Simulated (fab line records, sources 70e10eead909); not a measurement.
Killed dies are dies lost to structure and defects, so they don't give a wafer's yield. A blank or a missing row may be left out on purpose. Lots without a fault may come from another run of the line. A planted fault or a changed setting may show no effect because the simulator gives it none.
Which tool did it? | flow nand_harc | 24 lots, 72 wafers sampled, at 1 step of a route of 1302

WHAT THE GAUGES READ, wafer by wafer
NHARC_A_CONTACT_CD_MEAS_42: target cd 300 nm.
lot  | measured     | on        | cd_nm (nm)
L076 | day 21 10:14 | cd_sem-01 | 300.0 300.8 300.5
L075 | day 21 11:47 | cd_sem-01 | 300.0 300.1 300.7
L074 | day 21 22:36 | cd_sem-01 | 300.0 299.2 299.9
L077 | day 23 04:25 | cd_sem-02 | 300.2 300.2 299.7
L078 | day 23 07:10 | cd_sem-02 | 299.5 299.4 299.6
L080 | day 23 07:20 | cd_sem-01 | 300.3 300.3 300.0
L079 | day 23 21:37 | cd_sem-02 | 300.1 300.1 300.6
L081 | day 24 10:45 | cd_sem-02 | 300.0 300.4 299.7
L082 | day 25 04:55 | cd_sem-02 | 300.6 300.7 300.6
L083 | day 25 05:05 | cd_sem-01 | 300.0 300.2 299.8
L084 | day 25 12:02 | cd_sem-02 | 300.9 301.0 300.4
L085 | day 25 20:58 | cd_sem-02 | 300.2 300.0 300.5
L086 | day 26 13:35 | cd_sem-01 | 300.6 300.7 300.5
L088 | day 26 13:44 | cd_sem-02 | 300.7 300.1 300.6
L089 | day 26 17:44 | cd_sem-02 | 300.0 300.2 299.8
L087 | day 26 19:03 | cd_sem-01 | 299.4 300.2 300.1
L091 | day 27 16:05 | cd_sem-03 | 300.0 299.6 299.5
L090 | day 27 17:09 | cd_sem-01 | 300.0 299.7 299.6
L092 | day 28 21:02 | cd_sem-02 | 300.2 300.1 300.4
L093 | day 28 21:11 | cd_sem-01 | 299.2 300.2 300.4
L094 | day 29 22:37 | cd_sem-02 | 300.5 300.1 299.8
L095 | day 30 02:08 | cd_sem-02 | 300.5 300.3 300.7
L096 | day 30 02:17 | cd_sem-03 | 299.6 299.0 300.1
L097 | day 31 03:57 | cd_sem-03 | 300.8 300.7 300.3

WHICH TOOL RAN EACH LOT (tool, then ch and the chambers of the sampled wafers, then the start)
The record holds no process step before these readings.

WHAT THE TOOLS THEMSELVES READ (means of the sampled wafers that have a number; where no wafer has one, the mark that the record gives instead)
The record holds no such reading with a usual standard deviation.

THE ANSWER, worked out from the rows above alone
Rule: what is usual is taken from the lots themselves. Put in order of their means at a reading, lots are off if they are a third of the lots or fewer, leave a main group of 4 or more, and stand apart from it by a gap of 3 or more times the standard deviation of the main group's means; of several such gaps the widest counts. A main group whose means are all the same, to the digits that the tables above print for the reading, isn't used. A lot without any number at a reading at which 4 lots or more have one is off too. The other lots that the step has rows for count as sound. The gauges are gone through in route order, then the tools' own readings, and for those a lot's mean is taken as printed above. The first step at which some lot is off is used, and at that step the reading that is off furthest; a lot without a number counts as furthest.
No lot is off at any reading shown: from this, nothing can be told.

WHAT THE SIMULATOR HAD PUT IN
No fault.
